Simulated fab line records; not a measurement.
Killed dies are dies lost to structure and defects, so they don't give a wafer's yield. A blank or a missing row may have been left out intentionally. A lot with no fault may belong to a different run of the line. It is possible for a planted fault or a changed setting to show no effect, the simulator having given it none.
fab line records	flow nand-harc
record: lots: 24	wafers: 72	last-day: 25
route steps=1159 shown A_CONTACT@870
lots that met no fault: from a run of the same line without faults
start-h: hours from the record's first day to the start of the lot's first wafer shown	wait-h: hours elapsed since this lot's preceding step	" unchanged from the row above	L1.1+2: one row covering several wafers at once	- no value, or no start given	* or withheld: withheld	< > ~ a bound
route shown NAME@n: a module of which the file shows steps, and the number in the route of the first	usual: mean/standard deviation of fault-free wafers	same: alike in all rows	chamber/n: place in a boat	sites: per-site readings	_std_site: standard deviation across them	_edge_site: the outer-site mean with the inner-site mean subtracted	radius-mm: for every site, how far away it sits from the centre of the wafer	mask NAME#n: copy n	behind: the most recent tool/chamber to have shaped the wafer	hold: what put the lot on hold/how long, in hours/how the hold closed	device: names the non-switching transistor (n, p or np)	end of line: the tests these same wafers got at the end of their route	step lacking rows: just its recipe	killed: the dies lost at the first sort to structure and to defects; this is not the yield of the wafer	map: per-die view of a wafer (x killed, . not killed, _ where there is no die)
set.NAME: setting as actually run; set.NAME@STEP: the setting as run at that earlier step	model.NAME: the simulator's own value behind a step, which no gauge read
a sample of lots followed through the steps of the route, with each step as a table and each wafer as a row
services: when a tool's chamber went out of use (start-h, in hours from the record's first day, below 0 if earlier), for how many hours, and the reason
== steps ==
step: NHARC_A_CONTACT_ETCH_119
recipe: source-w: withheld	pressure-mtorr: 20	bias-v: 3000	time-s: 94	target-depth-a: 9220	ar-flow-sccm: withheld	c4f8-flow-sccm: withheld	o2-flow-sccm: withheld	chemistry: C4F8/O2/Ar
lot.wafer	tool	chamber	start-h	wait-h	rf-hours-counter-h
L077.2	har-cap-etch-02	0	370.62	0.1	9
L077.3	"	1	"	"	-
L077.4	"	0	"	"	-
L075.3	har-cap-etch-01	1	371.71	0.1	-
L075.6	"	0	"	"	-
L075.5	"	1	"	"	-
L074.4	har-cap-etch-03	0	376.03	0.1	-
L074.3	"	1	"	"	-
L074.6	"	0	"	"	-
L079.1	har-cap-etch-01	1	377.79	0.1	58
L079.6	"	1	"	"	-
L079.5	"	0	"	"	-
L078.2	har-cap-etch-02	1	387.92	0.1	13
L078.4	"	1	"	"	-
L078.5	"	1	"	"	-
L076.2	har-cap-etch-03	1	388.18	0.1	82
L076.1	"	0	"	"	82
L076.5	"	1	"	"	-
L080.2	har-cap-etch-02	1	409.74	0.1	18
L080.1	"	0	"	"	18
L080.3	"	0	"	"	-
L084.1	har-cap-etch-01	1	422.34	0.1	65
L084.4	"	1	"	"	-
L084.5	"	0	"	"	-
L082.1	har-cap-etch-03	1	426.84	0.1	89
L082.3	"	0	"	"	-
L082.6	"	1	"	"	-
L081.1	har-cap-etch-01	1	431.67	0.1	66
L081.3	"	0	"	"	-
L081.6	"	1	"	"	-
L083.2	har-cap-etch-03	0	433.94	0.1	90
L083.4	"	0	"	"	-
L083.6	"	1	"	"	-
L089.2	har-cap-etch-03	1	445.28	0.1	92
L089.3	"	0	"	"	-
L089.6	"	1	"	"	-
L086.1	har-cap-etch-01	0	445.59	0.1	69
L086.3	"	1	"	"	-
L086.5	"	0	"	"	-
L087.3	har-cap-etch-03	0	450.46	0.1	-
L087.5	"	0	"	"	-
L087.6	"	1	"	"	-
L085.2	har-cap-etch-02	1	451.01	0.1	24
L085.1	"	0	"	"	24
L085.4	"	1	"	"	-
L088.1	har-cap-etch-02	0	456.23	0.1	25
L088.3	"	1	"	"	-
L088.5	"	1	"	"	-
L090.2	har-cap-etch-03	1	462.80	0.1	98
L090.1	"	0	"	"	98
L090.6	"	1	"	"	-
L091.2	har-cap-etch-02	1	463.81	0.1	27
L091.4	"	1	"	"	-
L091.3	"	0	"	"	-
L092.4	har-cap-etch-03	0	490.11	0.1	-
L092.5	"	1	"	"	-
L092.6	"	0	"	"	-
L094.1	har-cap-etch-02	1	492.38	0.1	31
L094.2	"	0	"	"	31
L094.3	"	1	"	"	-
L093.3	har-cap-etch-01	0	496.78	0.1	-
L093.4	"	1	"	"	-
L093.5	"	0	"	"	-
L096.2	har-cap-etch-02	0	505.25	0.1	34
L096.3	"	0	"	"	-
L096.4	"	1	"	"	-
L095.2	har-cap-etch-03	0	505.96	0.1	105
L095.4	"	1	"	"	-
L095.6	"	0	"	"	-
L097.2	har-cap-etch-02	0	524.20	0.1	37
L097.3	"	0	"	"	-
L097.6	"	0	"	"	-
step: NHARC_A_CONTACT_ETCH_77
recipe: target-depth-a: 726	time-s: 36.3	cf4-flow-sccm: 100	chf3-flow-sccm: 30	ar-flow-sccm: 0	rf-w: 500	bias-w: 200	chemistry: CF4/CHF3
usual: drypump-motor-current-A: 5.6/0.47	oes-product-au: 0.930/0.022	rf-vpp-V: 371.5/2.8	showerhead-plenum-p-Torr: 1.60/0.083	throttle-valve-pct: 16.803/0.0085
lot.wafer	tool	chamber	start-h	wait-h	drypump-motor-current-A	oes-product-au	rf-hours-counter-h	rf-vpp-V	showerhead-plenum-p-Torr	throttle-valve-pct
L077.2	rie-diel-01	2	-	-	6.3	0.914	16	374.0	1.65	16.803
L077.4	"	3	"	"	5.0	0.915	17	373.8	1.63	16.813
L077.3	"	0	"	"	5.9	0.925	17	373.8	1.70	16.793
L075.3	rie-diel-13	0	-	-	6.1	0.975	23	367.9	1.51	16.783
L075.5	"	3	"	"	4.8	0.980	-	366.6	1.45	16.808
L075.6	"	0	"	"	6.1	0.969	-	369.1	1.50	16.813
L074.3	rie-diel-01	1	-	-	5.2	0.954	18	373.5	1.68	16.821
L074.4	"	3	"	"	5.0	0.934	19	372.4	1.63	16.814
L074.6	"	0	"	"	5.8	0.948	-	375.6	1.69	16.805
L079.1	rie-diel-03	3	-	-	5.6	0.916	61	370.2	1.55	16.792
L079.6	"	3	"	"	5.6	0.913	-	370.1	1.55	16.792
L079.5	"	0	"	"	5.7	0.921	-	371.4	1.60	16.797
L078.4	rie-diel-13	3	-	-	4.8	0.913	22	366.5	1.46	16.806
L078.2	"	0	"	"	6.1	0.916	24	367.1	1.50	16.807
L078.5	"	2	"	"	5.8	0.911	-	368.8	1.46	16.815
L076.2	rie-diel-01	1	-	-	5.2	0.945	20	373.0	1.68	16.795
L076.1	"	3	"	"	5.1	0.945	20	371.6	1.63	16.812
L076.5	"	1	"	"	5.2	0.960	-	373.8	1.68	16.795
L080.1	rie-diel-01	0	-	-	5.8	0.904	27	375.0	1.69	16.829
L080.3	"	2	"	"	6.3	0.912	25	373.6	1.65	16.791
L080.2	"	3	"	"	5.0	0.911	26	372.1	1.63	16.797
L084.4	rie-diel-13	2	-	-	5.8	0.918	26	366.8	1.46	16.797
L084.1	"	3	"	"	4.8	0.922	27	365.6	1.45	16.795
L084.5	"	1	"	"	5.9	0.930	-	373.2	1.64	16.800
L082.3	rie-diel-01	3	-	-	5.1	0.913	36	371.1	1.63	16.806
L082.1	"	2	"	"	6.3	0.906	35	374.1	1.65	16.789
L082.6	"	0	"	"	5.8	0.915	-	375.2	1.69	16.797
L081.3	rie-diel-13	0	-	-	6.1	0.928	32	368.4	1.50	16.801
L081.1	"	3	"	"	4.8	0.920	29	366.5	1.45	16.803
L081.6	"	0	"	"	6.1	0.920	-	367.2	1.50	16.794
L083.4	rie-diel-13	3	-	-	4.8	0.912	30	367.8	1.45	16.789
L083.2	"	1	"	"	5.9	0.923	32	373.6	1.64	16.809
L083.6	"	2	"	"	5.8	0.923	-	367.2	1.46	16.815
L086.3	rie-diel-01	0	-	-	5.8	0.908	40	374.8	1.69	16.801
L086.1	"	2	"	"	6.3	0.901	40	371.4	1.65	16.790
L086.5	"	2	"	"	6.3	0.904	-	372.6	1.65	16.804
L089.2	rie-diel-13	1	-	-	5.9	0.963	35	371.1	1.64	16.803
L089.3	"	3	"	"	4.8	0.949	32	366.8	1.45	16.798
L089.6	"	0	"	"	6.1	0.947	-	369.9	1.50	16.809
L087.3	rie-diel-03	3	-	-	5.6	0.966	19	371.7	1.54	16.805
L087.6	"	3	"	"	5.6	0.961	-	369.5	1.54	16.792
L087.5	"	0	"	"	5.7	0.972	-	370.6	1.59	16.798
L085.1	rie-diel-01	2	-	-	6.3	0.893	44	373.9	1.65	16.808
L085.2	"	0	"	"	5.8	0.924	43	373.7	1.69	16.800
L085.4	"	2	"	"	6.3	0.896	-	374.0	1.65	16.790
L088.3	rie-diel-03	1	-	-	5.6	0.938	25	368.2	1.51	16.797
L088.1	"	0	"	"	5.7	0.920	23	371.8	1.59	16.813
L088.5	"	2	"	"	5.5	0.939	-	370.9	1.60	16.824
L090.2	rie-diel-13	3	-	-	4.8	0.916	1	375.1	1.70	16.807
L090.1	"	1	"	"	5.9	0.912	2	372.3	1.64	16.808
L090.6	"	2	"	"	5.8	0.912	-	372.8	1.70	16.792
L091.3	rie-diel-13	2	-	-	5.8	0.924	2	375.1	1.70	16.796
L091.2	"	0	"	"	6.1	0.920	2	366.8	1.50	16.810
L091.4	"	1	"	"	5.9	0.915	2	373.7	1.64	16.810
L092.4	rie-diel-03	0	-	-	5.7	0.955	35	372.1	1.59	16.793
L092.5	"	2	"	"	5.5	0.966	-	370.8	1.59	16.806
L092.6	"	3	"	"	5.5	0.958	-	369.0	1.54	16.822
L094.2	rie-diel-13	0	-	-	6.1	0.907	7	368.6	1.50	16.807
L094.3	"	1	"	"	5.9	0.918	7	372.5	1.64	16.801
L094.1	"	3	"	"	4.8	0.929	6	374.7	1.70	16.795
L093.3	rie-diel-13	1	-	-	5.9	0.906	8	372.3	1.63	16.817
L093.4	"	2	"	"	5.8	0.918	7	373.5	1.70	16.807
L093.5	"	3	"	"	4.8	0.917	-	374.3	1.70	16.826
L096.2	rie-diel-13	0	-	-	6.1	0.913	10	367.2	1.50	16.809
L096.3	"	1	"	"	5.9	0.916	10	372.0	1.63	16.810
L096.4	"	2	"	"	5.8	0.918	9	373.4	1.70	16.812
L095.4	rie-diel-01	3	-	-	5.0	0.964	1	373.3	1.62	16.807
L095.2	"	0	"	"	5.8	0.956	1	373.7	1.68	16.816
L095.6	"	3	"	"	5.0	0.975	-	371.2	1.62	16.820
L097.2	rie-diel-01	3	-	-	5.0	0.933	6	371.2	1.62	16.797
L097.3	"	0	"	"	5.8	0.903	5	374.2	1.68	16.807
L097.6	"	3	"	"	5.1	0.927	-	372.0	1.62	16.820
step: NHARC_A_CONTACT_ETCH_124
recipe: source-w: withheld	pressure-mtorr: 20	bias-v: withheld	time-s: 140	target-depth-a: 7000	ar-flow-sccm: withheld	c4f8-flow-sccm: withheld	o2-flow-sccm: withheld	chemistry: C4F8/O2/Ar
lot.wafer	tool	chamber	start-h	wait-h	rf-hours-counter-h
L077.2	har-cap-etch-01	0	386.30	-	58
L077.4	"	1	"	"	-
L077.3	"	0	"	"	-
L075.3	har-cap-etch-02	0	388.95	-	-
L075.5	"	1	"	"	-
L075.6	"	0	"	"	-
L074.3	har-cap-etch-03	0	390.43	-	-
L074.4	"	1	"	"	-
L074.6	"	0	"	"	-
L079.1	har-cap-etch-01	1	390.91	-	60
L079.6	"	1	"	"	-
L079.5	"	0	"	"	-
L078.2	har-cap-etch-01	0	396.01	-	62
L078.4	"	0	"	"	-
L078.5	"	0	"	"	-
L076.1	har-cap-etch-03	1	397.15	-	85
L076.2	"	0	"	"	85
L076.5	"	1	"	"	-
L080.1	har-cap-etch-03	1	415.66	-	87
L080.2	"	0	"	"	87
L080.3	"	0	"	"	-
L084.1	har-cap-etch-02	0	428.48	-	19
L084.4	"	0	"	"	-
L084.5	"	1	"	"	-
L082.1	har-cap-etch-02	1	433.44	-	20
L082.3	"	1	"	"	-
L082.6	"	1	"	"	-
L081.1	har-cap-etch-03	0	440.48	-	90
L081.3	"	0	"	"	-
L081.6	"	1	"	"	-
L083.2	har-cap-etch-02	0	442.61	-	21
L083.4	"	1	"	"	-
L083.6	"	1	"	"	-
L086.1	har-cap-etch-01	0	451.83	-	70
L086.3	"	0	"	"	-
L086.5	"	1	"	"	-
L089.2	har-cap-etch-03	0	452.53	-	94
L089.3	"	1	"	"	-
L089.6	"	1	"	"	-
L087.3	har-cap-etch-01	1	456.95	-	-
L087.5	"	0	"	"	-
L087.6	"	1	"	"	-
L085.2	har-cap-etch-03	1	457.51	-	96
L085.1	"	0	"	"	96
L085.4	"	1	"	"	-
L088.1	har-cap-etch-01	0	463.28	-	73
L088.3	"	0	"	"	-
L088.5	"	0	"	"	-
L090.1	har-cap-etch-02	0	469.16	-	28
L090.2	"	1	"	"	28
L090.6	"	0	"	"	-
L091.2	har-cap-etch-01	0	470.88	-	75
L091.3	"	1	"	"	-
L091.4	"	0	"	"	-
L092.4	har-cap-etch-03	0	496.24	-	-
L092.5	"	1	"	"	-
L092.6	"	0	"	"	-
L094.1	har-cap-etch-02	0	499.03	-	31
L094.2	"	1	"	"	31
L094.3	"	1	"	"	-
L093.3	har-cap-etch-03	1	503.13	-	-
L093.4	"	0	"	"	-
L093.5	"	1	"	"	-
L096.2	har-cap-etch-03	0	511.77	-	105
L096.3	"	0	"	"	-
L096.4	"	1	"	"	-
L095.2	har-cap-etch-02	0	512.40	-	35
L095.4	"	1	"	"	-
L095.6	"	0	"	"	-
L097.2	har-cap-etch-03	0	530.16	-	107
L097.3	"	0	"	"	-
L097.6	"	0	"	"	-
step: NHARC_A_CONTACT_ETCH_128
recipe: source-w: withheld	pressure-mtorr: 20	bias-v: 1200	time-s: 155	target-depth-a: 9560	ar-flow-sccm: withheld	c4f8-flow-sccm: withheld	o2-flow-sccm: withheld	chemistry: C4F8/O2/Ar
lot.wafer	tool	chamber	start-h	wait-h	rf-hours-counter-h
L077.2	har-cap-etch-01	0	386.92	0.1	59
L077.4	"	1	"	"	-
L077.3	"	0	"	"	-
L075.3	har-cap-etch-02	0	389.74	0.2	-
L075.5	"	1	"	"	-
L075.6	"	0	"	"	-
L074.3	har-cap-etch-03	0	391.04	0.1	-
L074.4	"	1	"	"	-
L074.6	"	0	"	"	-
L079.1	har-cap-etch-01	1	391.53	0.1	61
L079.6	"	1	"	"	-
L079.5	"	0	"	"	-
L078.2	har-cap-etch-01	0	396.63	0.1	62
L078.4	"	0	"	"	-
L078.5	"	0	"	"	-
L076.1	har-cap-etch-03	1	397.78	0.1	85
L076.2	"	0	"	"	85
L076.5	"	1	"	"	-
L080.1	har-cap-etch-03	1	416.29	0.1	87
L080.2	"	0	"	"	87
L080.3	"	0	"	"	-
L084.1	har-cap-etch-02	0	429.10	0.1	19
L084.4	"	0	"	"	-
L084.5	"	1	"	"	-
L082.1	har-cap-etch-02	1	434.06	0.1	21
L082.3	"	1	"	"	-
L082.6	"	1	"	"	-
L081.1	har-cap-etch-03	0	441.10	0.1	91
L081.3	"	0	"	"	-
L081.6	"	1	"	"	-
L083.2	har-cap-etch-02	0	443.22	0.1	22
L083.4	"	1	"	"	-
L083.6	"	1	"	"	-
L086.1	har-cap-etch-01	0	452.46	0.1	70
L086.3	"	0	"	"	-
L086.5	"	1	"	"	-
L089.2	har-cap-etch-03	0	453.15	0.1	95
L089.3	"	1	"	"	-
L089.6	"	1	"	"	-
L087.3	har-cap-etch-01	1	457.55	0.1	-
L087.5	"	0	"	"	-
L087.6	"	1	"	"	-
L085.2	har-cap-etch-03	1	458.14	0.1	96
L085.1	"	0	"	"	96
L085.4	"	1	"	"	-
L088.1	har-cap-etch-01	0	463.90	0.1	74
L088.3	"	0	"	"	-
L088.5	"	0	"	"	-
L090.1	har-cap-etch-02	0	469.78	0.1	28
L090.2	"	1	"	"	28
L090.6	"	0	"	"	-
L091.2	har-cap-etch-01	0	471.49	0.1	75
L091.3	"	1	"	"	-
L091.4	"	0	"	"	-
L092.4	har-cap-etch-03	0	496.83	0.1	-
L092.5	"	1	"	"	-
L092.6	"	0	"	"	-
L094.1	har-cap-etch-02	0	499.65	0.1	32
L094.2	"	1	"	"	32
L094.3	"	1	"	"	-
L093.3	har-cap-etch-03	1	503.73	0.1	-
L093.4	"	0	"	"	-
L093.5	"	1	"	"	-
L096.2	har-cap-etch-03	0	512.40	0.1	106
L096.3	"	0	"	"	-
L096.4	"	1	"	"	-
L095.2	har-cap-etch-02	0	513.03	0.1	36
L095.4	"	1	"	"	-
L095.6	"	0	"	"	-
L097.2	har-cap-etch-03	0	530.79	0.1	108
L097.3	"	0	"	"	-
L097.6	"	0	"	"	-
step: NHARC_A_CONTACT_STRIP_82
recipe: o2-flow-sccm: 500	ar-flow-sccm: 0	bias-w: 0	chemistry: O2
usual: drypump-motor-current-A: 5.6/0.42	oes-product-au: 0.995/0.013	rf-vpp-V: 57.9/0.89	showerhead-plenum-p-Torr: 3.56/0.18	throttle-valve-pct: 17.035/0.0098
lot.wafer	tool	chamber	start-h	wait-h	drypump-motor-current-A	oes-product-au	rf-hours-counter-h	rf-vpp-V	showerhead-plenum-p-Torr	throttle-valve-pct
L077.4	rie-diel-01	3	-	-	5.1	0.987	18	58.0	3.66	17.040
L077.2	"	0	"	"	5.8	0.993	18	60.0	3.80	17.035
L077.3	"	1	"	"	5.2	0.996	18	57.7	3.76	17.042
L075.3	rie-diel-13	3	-	-	4.8	0.989	21	56.4	3.27	17.038
L075.5	"	2	"	"	5.8	0.991	-	58.2	3.28	17.020
L075.6	"	3	"	"	4.8	0.989	-	56.9	3.27	17.034
L074.4	rie-diel-13	1	-	-	5.9	1.016	24	57.3	3.67	17.033
L074.3	"	0	"	"	6.1	1.007	24	57.0	3.38	17.038
L074.6	"	2	"	"	5.8	1.004	-	57.1	3.28	17.020
L079.1	rie-diel-13	1	-	-	5.9	0.988	24	58.1	3.67	17.040
L079.6	"	0	"	"	6.1	0.987	-	59.0	3.38	17.033
L079.5	"	1	"	"	5.9	1.008	-	56.8	3.67	17.026
L078.2	rie-diel-13	1	-	-	5.9	0.997	26	58.5	3.67	17.060
L078.5	"	1	"	"	5.9	0.993	-	57.6	3.67	17.043
L078.4	"	3	"	"	4.8	0.995	-	57.0	3.27	17.015
L076.1	rie-diel-01	1	-	-	5.2	0.993	22	58.0	3.76	17.037
L076.2	"	3	"	"	5.1	0.994	23	59.0	3.66	17.038
L076.5	"	2	"	"	6.3	0.970	-	59.4	3.70	17.032
L080.1	rie-diel-13	2	-	-	5.8	0.997	24	56.8	3.28	17.038
L080.3	"	3	"	"	4.8	0.983	25	56.1	3.26	17.021
L080.2	"	0	"	"	6.1	0.986	27	58.6	3.38	17.024
L084.4	rie-diel-13	1	-	-	5.9	1.003	30	57.4	3.67	17.038
L084.1	"	3	"	"	4.8	1.002	28	56.4	3.26	17.030
L084.5	"	2	"	"	5.8	1.006	-	57.4	3.28	17.019
L082.1	rie-diel-01	1	-	-	5.2	0.992	35	58.7	3.75	17.032
L082.3	"	3	"	"	5.1	0.980	37	57.9	3.65	17.035
L082.6	"	0	"	"	5.8	0.990	-	59.2	3.79	17.031
L081.3	rie-diel-03	1	-	-	5.7	1.013	17	57.6	3.40	17.019
L081.1	"	2	"	"	5.5	1.008	16	58.3	3.59	17.044
L081.6	"	1	"	"	5.7	1.009	-	57.5	3.40	17.044
L083.2	rie-diel-03	3	-	-	5.6	0.998	15	57.1	3.46	17.044
L083.4	"	2	"	"	5.5	1.014	16	57.0	3.59	17.029
L083.6	"	0	"	"	5.7	0.995	-	56.5	3.57	17.037
L086.3	rie-diel-03	0	-	-	5.7	0.983	19	59.5	3.57	17.055
L086.1	"	1	"	"	5.7	1.020	22	58.5	3.40	17.038
L086.5	"	3	"	"	5.6	1.007	-	57.6	3.46	17.050
L089.3	rie-diel-03	2	-	-	5.5	1.013	21	58.5	3.58	17.027
L089.2	"	0	"	"	5.8	0.983	19	57.3	3.57	17.049
L089.6	"	2	"	"	5.5	1.009	-	56.8	3.58	17.028
L087.3	rie-diel-03	3	-	-	5.6	1.004	21	57.2	3.46	17.052
L087.5	"	2	"	"	5.5	1.018	-	58.1	3.58	17.034
L087.6	"	3	"	"	5.6	1.005	-	58.7	3.46	17.055
L085.1	rie-diel-01	0	-	-	5.8	0.983	46	57.5	3.78	17.026
L085.2	"	2	"	"	6.3	0.971	46	57.8	3.69	17.029
L085.4	"	3	"	"	5.1	0.973	-	58.4	3.64	17.053
L088.1	rie-diel-03	2	-	-	5.5	1.027	26	59.9	3.58	17.032
L088.3	"	3	"	"	5.6	1.019	24	59.1	3.46	17.046
L088.5	"	0	"	"	5.7	0.995	-	56.5	3.56	17.033
L090.1	rie-diel-01	2	-	-	6.3	0.962	52	59.0	3.68	17.044
L090.2	"	3	"	"	5.1	0.972	54	59.5	3.64	17.042
L090.6	"	0	"	"	5.9	0.982	-	57.7	3.78	17.046
L091.4	rie-diel-13	1	-	-	5.9	0.995	3	58.4	3.67	17.042
L091.3	"	3	"	"	4.8	1.005	3	57.8	3.81	17.043
L091.2	"	0	"	"	6.1	0.990	3	56.3	3.37	17.033
L092.4	rie-diel-13	3	-	-	4.8	1.002	6	59.2	3.80	17.033
L092.5	"	3	"	"	4.8	1.002	-	59.0	3.80	17.037
L092.6	"	0	"	"	6.1	0.982	-	57.5	3.37	17.030
L094.1	rie-diel-13	2	-	-	5.8	0.988	7	60.2	3.80	17.047
L094.3	"	3	"	"	4.8	0.985	6	59.3	3.80	17.039
L094.2	"	1	"	"	5.9	0.980	8	58.5	3.66	17.040
L093.3	rie-diel-03	1	-	-	5.7	1.011	44	57.3	3.39	17.042
L093.4	"	0	"	"	5.7	0.997	39	56.6	3.56	17.034
L093.5	"	1	"	"	5.6	1.016	-	56.8	3.39	17.039
L095.2	rie-diel-13	2	-	-	5.8	0.986	10	58.7	3.80	17.030
L095.4	"	1	"	"	5.9	0.974	11	57.7	3.66	17.039
L095.6	"	2	"	"	5.8	0.981	-	57.8	3.80	17.026
L096.3	rie-diel-13	2	-	-	5.8	0.997	10	58.4	3.80	17.036
L096.4	"	0	"	"	6.1	0.997	11	58.4	3.37	17.039
L096.2	"	1	"	"	5.9	0.996	11	57.9	3.66	17.031
L097.2	rie-diel-03	0	-	-	5.7	1.007	45	57.6	3.55	17.019
L097.3	"	3	"	"	5.6	1.018	48	58.0	3.44	17.031
L097.6	"	1	"	"	5.6	1.018	-	56.9	3.39	17.035
step: NHARC_A_CONTACT_ETCH_30
recipe: target-depth-a: 605	time-s: 30.2	cf4-flow-sccm: 100	chf3-flow-sccm: 30	ar-flow-sccm: 0	rf-w: 500	bias-w: 200	chemistry: CF4/CHF3
usual: drypump-motor-current-A: 5.7/0.46	oes-product-au: 0.930/0.02	rf-vpp-V: 371.1/2.8	showerhead-plenum-p-Torr: 1.59/0.083	throttle-valve-pct: 16.802/0.0086
lot.wafer	tool	chamber	start-h	wait-h	drypump-motor-current-A	oes-product-au	rf-hours-counter-h	rf-vpp-V	showerhead-plenum-p-Torr	throttle-valve-pct
L077.4	rie-diel-13	1	-	-	5.9	0.924	24	372.8	1.64	16.807
L077.3	"	2	"	"	5.8	0.920	23	366.6	1.46	16.800
L077.2	"	3	"	"	4.8	0.918	22	367.2	1.45	16.803
L075.3	rie-diel-13	3	-	-	4.8	0.920	23	364.8	1.45	16.831
L075.5	"	1	"	"	5.9	0.933	-	372.5	1.64	16.799
L075.6	"	3	"	"	4.8	0.924	-	366.0	1.45	16.817
L074.3	rie-diel-01	2	-	-	6.4	0.900	22	374.3	1.65	16.789
L074.4	"	3	"	"	5.0	0.903	23	372.8	1.63	16.798
L074.6	"	1	"	"	5.2	0.918	-	373.9	1.68	16.797
L079.1	rie-diel-13	3	-	-	4.8	0.920	24	367.3	1.45	16.802
L079.6	"	1	"	"	5.9	0.935	-	372.2	1.64	16.798
L079.5	"	3	"	"	4.8	0.927	-	366.4	1.45	16.804
L078.2	rie-diel-03	2	-	-	5.5	0.969	0	370.6	1.60	16.800
L078.4	"	1	"	"	5.6	0.969	0	367.6	1.52	16.796
L078.5	"	3	"	"	5.6	0.987	-	369.6	1.55	16.800
L076.2	rie-diel-13	1	-	-	5.9	0.934	27	370.8	1.64	16.805
L076.1	"	3	"	"	4.8	0.916	24	367.2	1.45	16.808
L076.5	"	1	"	"	5.9	0.929	-	372.5	1.64	16.823
L080.1	rie-diel-13	3	-	-	4.8	0.906	26	365.0	1.45	16.797
L080.3	"	0	"	"	6.1	0.913	28	368.8	1.50	16.820
L080.2	"	1	"	"	5.9	0.931	29	372.7	1.64	16.811
L084.4	rie-diel-03	1	-	-	5.6	0.935	15	367.7	1.52	16.801
L084.1	"	2	"	"	5.5	0.948	13	371.4	1.60	16.785
L084.5	"	1	"	"	5.6	0.936	-	368.3	1.52	16.788
L082.3	rie-diel-01	3	-	-	5.0	0.920	40	371.7	1.63	16.792
L082.1	"	0	"	"	5.8	0.914	37	374.1	1.69	16.795
L082.6	"	0	"	"	5.8	0.925	-	373.8	1.69	16.816
L081.3	rie-diel-13	2	-	-	5.8	0.925	30	366.0	1.46	16.798
L081.1	"	3	"	"	4.8	0.899	31	366.3	1.45	16.805
L081.6	"	0	"	"	6.1	0.901	-	367.9	1.50	16.804
L083.4	rie-diel-13	2	-	-	5.8	0.926	30	367.7	1.46	16.804
L083.2	"	3	"	"	4.8	0.914	32	367.6	1.45	16.803
L083.6	"	2	"	"	5.8	0.924	-	367.3	1.46	16.801
L086.3	rie-diel-03	2	-	-	5.5	0.941	22	370.6	1.60	16.803
L086.1	"	3	"	"	5.6	0.933	20	368.9	1.54	16.806
L086.5	"	0	"	"	5.7	0.916	-	371.4	1.59	16.812
L089.3	rie-diel-01	3	-	-	5.1	0.901	47	372.6	1.63	16.814
L089.2	"	0	"	"	5.8	0.906	45	375.8	1.69	16.798
L089.6	"	3	"	"	5.0	0.906	-	372.3	1.63	16.799
L087.3	rie-diel-13	0	-	-	6.1	0.970	0	368.0	1.50	16.803
L087.5	"	0	"	"	6.1	0.963	-	368.8	1.50	16.809
L087.6	"	1	"	"	5.9	0.948	-	373.6	1.64	16.803
L085.4	rie-diel-13	2	-	-	5.8	0.967	1	374.9	1.70	16.800
L085.2	"	3	"	"	4.8	0.965	0	374.1	1.70	16.814
L085.1	"	0	"	"	6.1	0.956	1	368.3	1.50	16.806
L088.3	rie-diel-13	2	-	-	5.8	0.978	3	374.3	1.70	16.793
L088.1	"	0	"	"	6.1	0.944	3	368.0	1.50	16.805
L088.5	"	1	"	"	5.9	0.947	-	373.3	1.64	16.788
L090.1	rie-diel-13	1	-	-	5.9	0.911	3	373.6	1.64	16.789
L090.2	"	2	"	"	5.8	0.913	3	375.4	1.70	16.799
L090.6	"	1	"	"	5.9	0.925	-	372.5	1.64	16.808
L091.3	rie-diel-03	2	-	-	5.5	0.943	30	370.2	1.60	16.804
L091.4	"	3	"	"	5.6	0.928	27	370.6	1.54	16.822
L091.2	"	0	"	"	5.7	0.926	28	370.6	1.59	16.792
L092.4	rie-diel-03	1	-	-	5.6	0.945	43	368.6	1.51	16.800
L092.5	"	1	"	"	5.6	0.934	-	368.0	1.51	16.801
L092.6	"	2	"	"	5.5	0.935	-	369.5	1.59	16.809
L094.1	rie-diel-13	1	-	-	5.9	0.905	9	371.7	1.63	16.810
L094.3	"	2	"	"	5.8	0.919	8	374.8	1.70	16.793
L094.2	"	3	"	"	4.8	0.912	8	374.5	1.70	16.810
L093.4	rie-diel-13	0	-	-	6.0	0.920	10	367.9	1.50	16.803
L093.3	"	2	"	"	5.8	0.911	9	375.5	1.70	16.800
L093.5	"	3	"	"	4.8	0.922	-	375.4	1.70	16.797
L095.2	rie-diel-13	1	-	-	5.9	0.913	11	372.9	1.63	16.800
L095.4	"	0	"	"	6.1	0.929	11	368.2	1.50	16.794
L095.6	"	2	"	"	5.8	0.918	-	374.3	1.70	16.795
L096.2	rie-diel-01	1	-	-	5.2	0.957	4	373.5	1.67	16.793
L096.3	"	2	"	"	6.3	0.935	5	372.5	1.64	16.789
L096.4	"	3	"	"	5.0	0.987	5	371.8	1.62	16.800
L097.2	rie-diel-13	0	-	-	6.1	0.928	14	367.5	1.50	16.813
L097.3	"	2	"	"	5.8	0.909	14	372.6	1.70	16.825
L097.6	"	0	"	"	6.1	0.940	-	368.5	1.50	16.798
== services ==
tool	chamber	start-h	hours	kind
rie-diel-13	0	358.79	-	clean
rie-diel-13	1	358.79	-	clean
rie-diel-13	2	358.79	-	clean
rie-diel-13	3	358.79	-	clean
rie-diel-13	0	383.29	-	clean
rie-diel-13	1	383.29	-	clean
rie-diel-13	2	383.29	-	clean
rie-diel-13	3	383.29	-	clean
rie-diel-03	-	392.35	9.0	pm
rie-diel-13	0	407.79	-	clean
rie-diel-13	1	407.79	-	clean
rie-diel-13	2	407.79	-	clean
rie-diel-13	3	407.79	-	clean
rie-diel-13	3	413.15	4.2	repair
rie-diel-13	0	432.30	-	clean
rie-diel-13	1	432.30	-	clean
rie-diel-13	2	432.30	-	clean
rie-diel-13	3	432.30	-	clean
rie-diel-01	1	438.06	36.6	repair
rie-diel-03	0	446.08	1.9	repair
rie-diel-13	-	453.23	9.0	pm
rie-diel-01	-	487.43	0.3	repair
har-cap-etch-01	-	499.91	7.8	repair
rie-diel-01	-	500.45	9.0	pm
== key ==
fault none
